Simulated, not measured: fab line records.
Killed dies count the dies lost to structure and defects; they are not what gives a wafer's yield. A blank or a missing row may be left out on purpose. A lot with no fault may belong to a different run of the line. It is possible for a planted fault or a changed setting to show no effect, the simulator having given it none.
A struck lot beside a sound one ; flow n5_finfet ; 7 out of 1938 route steps
Sound: wafers L589.1, L589.5, L589.6. Struck: wafer L601.1 (L601.2, L601.3, from the same lot, were not struck and are left out); the cause is given at the end.
Each step with rows lists, per side, the tool, then ch with its chambers, then its first start. Under that, the readings that differ: sound wafers ; struck wafers ; difference of the means ; sigmas: that difference in standard deviations of wafers without a fault.
alike: same words and numbers on both sides, and readings whose means sit less than 2 such deviations apart. not compared: any withheld reading, any reading some wafer has no value for, any bound like >300 that may hide the same value, and any number with overlapping values for which the record gives no deviation.
Wherever a step has rows on one side only, a row that says differs or no value, or a row with sigmas, the two part there. When numbers do not overlap yet have no deviation, they are printed without sigmas and do not part them. Lack of a reading on every wafer of one side parts them only where that side has two or more wafers.

N5_START_INSPECT_01: inspects for defects (unpatterned scan).
  struck on defect_inspect-02, day 4 18:02; sound on defect_inspect-01, day 1 18:02
  alike: raw_defect_count
then, 2 steps without rows for these wafers: N5_ZERO_LAYER_PRECLEAN_00 (cleans in SPM, time 600 s); N5_ZERO_LAYER_SRD_01 (time 30 s, dry time 30 s).
N5_ZERO_LAYER_PECVD_02: deposits SiO2 from SiH4/N2O, target thk 10 nm, time 6 s.
  sound on pecvd-02 ch 0,2, day 1 18:17; struck on pecvd-01 ch 0, day 4 18:17
reading;sound;struck;difference;sigmas
model.SiO2_of_ZERO_LAYER_PECVD_02.thk_nm (nm);9.931 9.955 10.46;9.089;-1.026;
  alike: heater_power_w, showerhead_plenum_p_Torr
then, 1 step without rows for these wafers: N5_ZERO_LAYER_HMDS_04 (time 60 s).
-- record jumps: 7 days separate the struck wafers' starts on either side; left off in module ZERO_LAYER, taken up again in module BEOL_M4, whose first shown step is the route's number 1111 --
N5_BEOL_M4_RC_MEAS_101:
  sound on prober-01 ch 0, day 8 18:39; struck on prober-01 ch 0, day 11 21:58
reading;sound;struck;difference;sigmas
ION_N (uA/um);650 663 672;688;+26;+3
VT_N (mV);254.1 252.2 254.5;247.9;-5.7;-2
  alike: DIBL_N, DIBL_P, IOFF_N, IOFF_P, ION_P, SS_N, SS_P, VT_P
-- the record jumps here: 4 days lie between the struck wafers' starts before and after (it left off in module BEOL_M4 and takes up again in module PASSIVATION, whose first step shown is number 1936 of the route) --
N5_PASSIVATION_PROBE_49:
  struck on prober-02, day 16 07:22; sound on prober-02, day 12 14:51
  alike: defect_limited_yield, killed_at_M0_to_M3, killed_at_M4_up, killed_at_contacts, killed_at_front_end, killed_at_other, killed_dies, killed_open, killed_short, sort_bin_5_function, sort_bin_6_memory, sort_n_pass, sort_yield_pct

== WHERE THEY PART ==
Within this record, at N5_BEOL_M4_RC_MEAS_101 only. Later steps at which nothing parts them and some readings are alike: N5_PASSIVATION_PROBE_49.

WHY: whatever the simulator had introduced
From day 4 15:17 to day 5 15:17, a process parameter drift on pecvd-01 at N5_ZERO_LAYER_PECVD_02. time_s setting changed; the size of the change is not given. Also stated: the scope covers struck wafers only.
